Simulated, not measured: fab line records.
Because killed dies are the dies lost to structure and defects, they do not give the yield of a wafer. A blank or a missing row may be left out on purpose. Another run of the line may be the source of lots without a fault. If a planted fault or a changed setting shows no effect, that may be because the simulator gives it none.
Matching of chambers | flow nandHarc | 4 sister chambers for NHARC_P_M0_STRIP_18 on rieDiel-12
The step strips in N2/H2. 27 wafers are shown with their chamber, then 12 later ones without.

== WAFERS, EACH WITH ITS CHAMBER ==
wafer  | chamber | showerheadPlenumPTorr (Torr) | drypumpMotorCurrentA (A) | rfVppV (V)
L076.2 | 3       | 2.16                         | 5.4                      | 91.5
L076.4 | 2       | 2.18                         | 5.8                      | 91.8
L076.5 | 0       | 1.89                         | 5.6                      | 89.6
L078.1 | 0       | 1.89                         | 5.6                      | 89.6
L078.4 | 3       | 2.16                         | 5.4                      | 91.4
L078.6 | 2       | 2.18                         | 5.8                      | 92.4
L080.3 | 1       | 2.09                         | 6.1                      | 90.4
L080.5 | 0       | 1.89                         | 5.6                      | 88.5
L080.6 | 3       | 2.16                         | 5.4                      | 93.4
L081.4 | 0       | 1.89                         | 5.6                      | 89.8
L081.5 | 0       | 1.89                         | 5.6                      | 89.1
L081.6 | 1       | 2.09                         | 6.0                      | 90.5
L082.2 | 3       | 2.16                         | 5.4                      | 91.9
L082.4 | 2       | 2.18                         | 5.9                      | 91.5
L082.5 | 2       | 2.18                         | 5.8                      | 91.6
L083.2 | 2       | 2.18                         | 5.8                      | 91.2
L083.4 | 3       | 2.16                         | 5.4                      | 91.9
L083.6 | 3       | 2.16                         | 5.4                      | 90.9
L091.2 | 0       | 1.88                         | 5.6                      | 90.3
L091.4 | 3       | 2.15                         | 5.4                      | 92.2
L091.6 | 3       | 2.15                         | 5.4                      | 92.8
L093.1 | 3       | 2.15                         | 5.4                      | 91.0
L093.2 | 0       | 1.88                         | 5.6                      | 88.8
L093.4 | 2       | 2.17                         | 5.8                      | 90.0
L092.2 | 1       | 2.08                         | 6.0                      | 89.3
L092.3 | 0       | 1.88                         | 5.6                      | 90.2
L092.5 | 1       | 2.08                         | 6.0                      | 90.0

SIGNATURES (averages over the wafers above)
reading               | chamber 0 | chamber 1 | chamber 2 | chamber 3 | scatter within a chamber
showerheadPlenumPTorr | 1.8862    | 2.0850    | 2.1783    | 2.1567    | 0.00498
drypumpMotorCurrentA  | 5.600     | 6.025     | 5.817     | 5.400     | 0.0262
rfVppV                | 89.487    | 90.050    | 91.417    | 91.889    | 0.733
Rule: a wafer lies at a distance from a chamber equal to the root of the sum of squares, over the readings, of (its reading less the chamber's mean, divided by the reading's scatter). If the next closest chamber is less than 2 further off than the closest, the wafer can't be placed; otherwise it belongs to the closest. The scatter is the square root of a quotient: the sum, over the shown wafers, of each reading's squared deviation from its chamber's mean, divided by wafers minus chambers.

== WAFERS MISSING THEIR CHAMBER ==
wafer  | showerheadPlenumPTorr (Torr) | drypumpMotorCurrentA (A) | rfVppV (V)
L094.2 | 1.88                         | 5.6                      | 88.7
L094.5 | 2.15                         | 5.4                      | 91.3
L094.6 | 1.88                         | 5.6                      | 90.6
L095.3 | 2.08                         | 6.1                      | 89.6
L095.5 | 2.08                         | 6.0                      | 89.3
L095.6 | 1.88                         | 5.6                      | 90.9
L096.4 | 2.15                         | 5.4                      | 91.8
L096.5 | 1.88                         | 5.6                      | 88.8
L096.6 | 2.15                         | 5.4                      | 90.9
L097.3 | 2.17                         | 5.8                      | 92.4
L097.5 | 2.15                         | 5.4                      | 90.1
L097.6 | 1.88                         | 5.6                      | 90.1

== CHAMBER TAKEN BY EACH ==
wafer  | from the rows above | in truth
L094.2 | 0                   | 0
L094.5 | 3                   | 3
L094.6 | 0                   | 0
L095.3 | 1                   | 1
L095.5 | 1                   | 1
L095.6 | 0                   | 0
L096.4 | 3                   | 3
L096.5 | 0                   | 0
L096.6 | 3                   | 3
L097.3 | 2                   | 2
L097.5 | 3                   | 3
L097.6 | 0                   | 0
Correctly placed: 12 of 12. Can't be placed from these rows: 0. Placed wrongly: 0.
